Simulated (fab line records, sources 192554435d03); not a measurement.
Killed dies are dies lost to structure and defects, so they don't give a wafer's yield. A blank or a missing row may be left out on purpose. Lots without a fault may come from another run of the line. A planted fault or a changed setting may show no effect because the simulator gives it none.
Chamber matching | flow n5_finfet | N5_BEOL_M5_DEP_56 on pecvd-02: 3 sister chambers
The step deposits SiCN from 3MS/NH3, target thk 8 nm, time 14 s. 24 wafers are shown with their chamber, then 12 later ones without.

WAFERS WITH THEIR CHAMBER
wafer  | chamber | showerhead_plenum_p_Torr (Torr) | throttle_valve_pct (%)
L075.1 | 2       | 3.647                           | 8.8
L075.2 | 0       | 3.669                           | 9.1
L075.3 | 1       | 3.660                           | 8.7
L075.4 | 1       | 3.660                           | 8.7
L075.5 | 2       | 3.650                           | 8.8
L075.6 | 0       | 3.674                           | 9.2
L081.1 | 1       | 3.662                           | 9.1
L081.2 | 2       | 3.662                           | 8.8
L081.4 | 1       | 3.664                           | 8.7
L085.1 | 0       | 3.667                           | 9.4
L085.2 | 1       | 3.659                           | 8.9
L085.6 | 0       | 3.673                           | 9.2
L087.2 | 0       | 3.682                           | 9.2
L087.4 | 1       | 3.664                           | 8.8
L087.6 | 2       | 3.648                           | 8.8
L090.1 | 0       | 3.670                           | 9.1
L090.2 | 2       | 3.656                           | 9.0
L090.3 | 1       | 3.656                           | 8.8
L090.4 | 0       | 3.666                           | 9.3
L090.5 | 2       | 3.659                           | 9.1
L090.6 | 1       | 3.672                           | 8.7
L088.2 | 1       | 3.663                           | 9.0
L088.5 | 0       | 3.678                           | 9.1
L088.6 | 2       | 3.651                           | 8.8

SIGNATURES (means of the wafers above)
reading                  | chamber 0 | chamber 1 | chamber 2 | scatter within a chamber
showerhead_plenum_p_Torr | 3.67237   | 3.66222   | 3.65329   | 0.00523
throttle_valve_pct       | 9.200     | 8.822     | 8.871     | 0.129
Rule: a wafer's distance from a chamber is the root of the sum, over the readings, of the square of ((its reading less the chamber's mean) divided by the reading's scatter). The wafer belongs to the nearest chamber; if the next one is less than 2 further off, it can't be placed. The scatter: the root of (the sum of the squares of (reading less its chamber's mean) over the shown wafers, divided by (wafers less chambers)).

WAFERS WITHOUT THEIR CHAMBER
wafer  | showerhead_plenum_p_Torr (Torr) | throttle_valve_pct (%)
L095.4 | 3.666                           | 8.7
L095.5 | 3.668                           | 9.4
L095.6 | 3.660                           | 9.1
L093.1 | 3.666                           | 8.9
L093.4 | 3.663                           | 8.8
L093.5 | 3.662                           | 9.4
L094.1 | 3.653                           | 9.2
L094.5 | 3.661                           | 8.9
L094.6 | 3.671                           | 9.3
L082.1 | 3.668                           | 8.9
L082.3 | 3.662                           | 9.0
L082.6 | 3.667                           | 8.8

WHICH CHAMBER EACH WENT THROUGH
wafer  | from the rows above          | in truth
L095.4 | can't be placed: 1 or 2      | 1
L095.5 | 0                            | 0
L095.6 | can't be placed: 2 or 1 or 0 | 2
L093.1 | can't be placed: 1 or 2 or 0 | 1
L093.4 | can't be placed: 1 or 2      | 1
L093.5 | can't be placed: 0 or 2 or 1 | 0
L094.1 | can't be placed: 2 or 1 or 0 | 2
L094.5 | can't be placed: 1 or 2      | 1
L094.6 | 0                            | 0
L082.1 | can't be placed: 1 or 0 or 2 | 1
L082.3 | can't be placed: 1 or 2 or 0 | 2
L082.6 | can't be placed: 1 or 2      | 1
Placed correctly: 2 of 12. Can't be placed from these rows: 10 (the true chamber is among the candidates in 10). Placed wrongly: 0.
